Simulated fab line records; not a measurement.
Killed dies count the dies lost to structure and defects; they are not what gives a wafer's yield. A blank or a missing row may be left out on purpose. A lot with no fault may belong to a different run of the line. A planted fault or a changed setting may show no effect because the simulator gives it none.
Lot-split experiment | flow n5-finfet | on a route of 1938 steps: 7 lots, 39 wafers read

ABOUT THE SPLIT
At N5_BEOL_M6_TRENCH_ETCH_37 (etches SiCOH lowk in C4F6/O2, target depth 94.435 nm, time 31.5 s), the setting target-depth-a was moved away from the recipe's 944.35 angstrom on 9 of the 39 wafers read, by -59.6% to +33.0%. All remaining wafers had this setting at the recipe value.

FROM THE SPLIT TO THE READING: what the file shows between them, 8 steps
- N5_BEOL_M6_ETCH_41: etches SiCN in CH3F/O2, target depth 29.7 nm, time 52 s
- N5_BEOL_M6_STRIP_80: strips in N2/H2, time 10 s
- N5_BEOL_M6_OCD_MEAS_38
- N5_BEOL_M6_HM_STRIP_39: strips TiN in peroxide tin strip, target depth 25 nm, time 158 s
- N5_BEOL_M6_SRD_40: time 30 s
- N5_BEOL_M6_ECD_50: material Cu, target thk 300 nm
- N5_BEOL_M6_ANNEAL_51: time 90 s
- N5_BEOL_M6_CMP_52: polishes, stops on SiCOH lowk, t overpolish 6.9 s, target thk 80 nm

THE READING
M6_THK, in nm, at N5_BEOL_M6_THK_MEAS_53 (measures by xrf). A value of 78.3 nm with a standard deviation of 2.6 nm is what fault-free wafers of this fab line usually give.

wafer  | tool, chamber at the split | target-depth-a as run, angstrom | against the recipe | M6_THK, nm | against lot-mates on the recipe
L077.1 | rie-diel-01, 3             | 381.5                           | -59.6%             | 23.0       | -56.0
L077.2 | rie-diel-01, 1             | 944.35                          | recipe             | 78.2       | -
L077.3 | rie-diel-01, 2             | 944.35                          | recipe             | 81.6       | -
L077.4 | rie-diel-01, 0             | 381.5                           | -59.6%             | 19.3       | -59.7
L077.5 | rie-diel-01, 3             | 381.5                           | -59.6%             | 22.5       | -56.5
L077.6 | rie-diel-01, 0             | 944.35                          | recipe             | 77.3       | -
L080.1 | rie-diel-05, 2             | 944.35                          | recipe             | 80.0       | -
L080.2 | rie-diel-05, 1             | 944.35                          | recipe             | 75.8       | -
L080.3 | rie-diel-05, 3             | 589.3                           | -37.6%             | 43.6       | -32.7
L080.4 | rie-diel-05, 0             | 944.35                          | recipe             | 73.2       | -
L080.5 | rie-diel-05, 0             | 589.3                           | -37.6%             | 41.0       | -35.3
L080.6 | rie-diel-05, 3             | 589.3                           | -37.6%             | 42.7       | -33.6
L086.1 | rie-diel-01, 2             | 944.35                          | recipe             | 83.1       | -
L086.2 | rie-diel-01, 3             | 944.35                          | recipe             | 75.7       | -
L086.3 | rie-diel-01, 1             | 944.35                          | recipe             | 78.1       | -
L086.4 | rie-diel-01, 0             | 944.35                          | recipe             | 78.8       | -
L086.5 | rie-diel-01, 3             | 944.35                          | recipe             | 77.3       | -
L086.6 | rie-diel-01, 2             | 944.35                          | recipe             | 81.5       | -
L087.1 | rie-diel-05, 0             | 944.35                          | recipe             | 75.0       | -
L087.3 | rie-diel-05, 2             | 944.35                          | recipe             | 81.0       | -
L087.4 | rie-diel-05, 3             | 944.35                          | recipe             | 81.1       | -
L089.1 | rie-diel-05, 2             | 944.35                          | recipe             | 78.6       | -
L089.2 | rie-diel-05, 3             | 944.35                          | recipe             | 79.1       | -
L089.3 | rie-diel-05, 1             | 944.35                          | recipe             | 77.0       | -
L089.4 | rie-diel-05, 0             | 944.35                          | recipe             | 76.0       | -
L089.5 | rie-diel-05, 2             | 944.35                          | recipe             | 77.4       | -
L089.6 | rie-diel-05, 3             | 944.35                          | recipe             | 78.4       | -
L097.1 | rie-diel-05, 2             | 944.35                          | recipe             | 80.9       | -
L097.2 | rie-diel-05, 0             | 944.35                          | recipe             | 77.0       | -
L097.3 | rie-diel-05, 3             | 944.35                          | recipe             | 79.2       | -
L097.4 | rie-diel-05, 0             | 944.35                          | recipe             | 75.9       | -
L097.5 | rie-diel-05, 2             | 944.35                          | recipe             | 79.8       | -
L097.6 | rie-diel-05, 3             | 944.35                          | recipe             | 81.5       | -
L096.1 | rie-diel-01, 0             | 944.35                          | recipe             | 79.5       | -
L096.2 | rie-diel-01, 3             | 1256                            | +33.0%             | 106.2      | +26.9
L096.3 | rie-diel-01, 3             | 944.35                          | recipe             | 76.9       | -
L096.4 | rie-diel-01, 0             | 1256                            | +33.0%             | 115.6      | +36.3
L096.5 | rie-diel-01, 3             | 1256                            | +33.0%             | 106.6      | +27.3
L096.6 | rie-diel-01, 0             | 944.35                          | recipe             | 81.5       | -

FIT RESULTS
A straight line over all 39 wafers: M6_THK changes by +0.952 nm for each +1% of target-depth-a; r = +0.99; the points scatter about the line by 2.5 nm.
The same after taking each lot's own level away (the mean of its wafers on the recipe; 39 wafers): +0.94 nm for each +1%; r = +0.99; scatter 2.4 nm.
On that fit, the largest move of target-depth-a shifts the reading by 56 nm.
Measured against the standard deviation above, the lots' own levels, which go from 76.33 to 79.30 nm, span 1.1 times it.
Hence the lot-to-lot level has little effect on the slope; both slopes agree.
Check: with one of the wafers moved furthest among these (-59.6%) left out of the fit, the line predicts -56.1 nm for it against its lot-mates. Against them it came out at -56 nm.

THE WHOLE CHAIN: every reading that the file lists as answering this split, in the file's order
step                      | what it does                                                        | reading                                                                          | change (the file's fit)                | r (the file's)
N5_BEOL_M6_TRENCH_ETCH_37 | etches SiCOH lowk in C4F6/O2, target depth 94.435 nm, time 31.5 s   | BEOL_M6.feature-depth-nm (the simulator's own value, which no gauge read)        | +0.923 nm for each +1% of the setting  | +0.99
N5_BEOL_M6_TRENCH_ETCH_37 | etches SiCOH lowk in C4F6/O2, target depth 94.435 nm, time 31.5 s   | etch.depth-nm (the simulator's own value, which no gauge read)                   | +0.923 nm for each +1% of the setting  | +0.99
N5_BEOL_M6_TRENCH_ETCH_37 | etches SiCOH lowk in C4F6/O2, target depth 94.435 nm, time 31.5 s   | TiN_of_BEOL_M6_HM_DEP_02.thk-nm (the simulator's own value, which no gauge read) | -0.0269 nm for each +1% of the setting | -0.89
N5_BEOL_M6_OCD_MEAS_38    |                                                                     | trench-depth-nm                                                                  | +0.92 nm for each +1% of the setting   | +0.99
N5_BEOL_M6_CMP_52         | polishes, stops on SiCOH lowk, t overpolish 6.9 s, target thk 80 nm | Cu_of_BEOL_M6_ECD_50.thk-nm (the simulator's own value, which no gauge read)     | +0.945 nm for each +1% of the setting  | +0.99
N5_BEOL_M6_THK_MEAS_53    | measures by xrf                                                     | M6_THK                                                                           | +0.94 for each +1% of the setting      | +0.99

FILE'S OWN FIT
M6_THK changes by +0.94 nm for each +1% of target-depth-a, r = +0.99.
